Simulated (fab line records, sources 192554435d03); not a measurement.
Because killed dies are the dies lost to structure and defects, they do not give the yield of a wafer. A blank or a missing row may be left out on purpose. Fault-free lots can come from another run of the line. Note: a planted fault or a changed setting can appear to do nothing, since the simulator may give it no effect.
Matching of chambers + flow n5 finfet + N5_MOL_CONTACT_COAG_ALD_20 on ald metal-01 has 4 sister chambers
The step deposits TiN, target thk 1.5 nm, pulse time 1 s, purge time 3 s. 4 wafers are shown with their chamber, then 7 later ones without.

## WAFERS PAIRED WITH THEIR CHAMBERS
| wafer  | chamber | heater power w (W) |
|--------|---------|--------------------|
| L084.4 | 1       | 814                |
| L086.1 | 0       | 829                |
| L086.4 | 3       | 899                |
| L088.5 | 2       | 958                |

## WAFERS WITHOUT THEIR CHAMBER
| wafer  | heater power w (W) |
|--------|--------------------|
| L088.6 | 890                |
| L090.3 | 815                |
| L090.5 | 821                |
| L090.6 | 860                |
| L094.1 | 809                |
| L094.2 | 975                |
| L094.6 | 958                |

## THE CHAMBER EACH PASSED THROUGH
| wafer  | from the rows above          | in truth |
|--------|------------------------------|----------|
| L088.6 | 3                            | 3        |
| L090.3 | can't be placed: 1 or 0      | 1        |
| L090.5 | can't be placed: 1 or 0      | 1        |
| L090.6 | can't be placed: 0 or 3 or 1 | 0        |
| L094.1 | can't be placed: 1 or 0      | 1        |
| L094.2 | 2                            | 2        |
| L094.6 | 2                            | 2        |
Correct placement for 3 of the 7. From these rows, 4 cannot be placed; in 4 the true chamber is one of the candidates. 0 placed wrongly.
How it was worked out, from the rows above alone: a wafer's distance from a chamber is the root of the sum, over the readings, of the square of ((its reading less the chamber's mean) divided by the reading's scatter). If the next closest chamber is less than 2 further off than the closest, the wafer can't be placed; otherwise it belongs to the closest. A chamber's mean is the mean of its shown wafers. The scatter (one wafer shown for each chamber): square how far every hidden wafer sits from the nearest shown wafer, average those squares and take the square root.
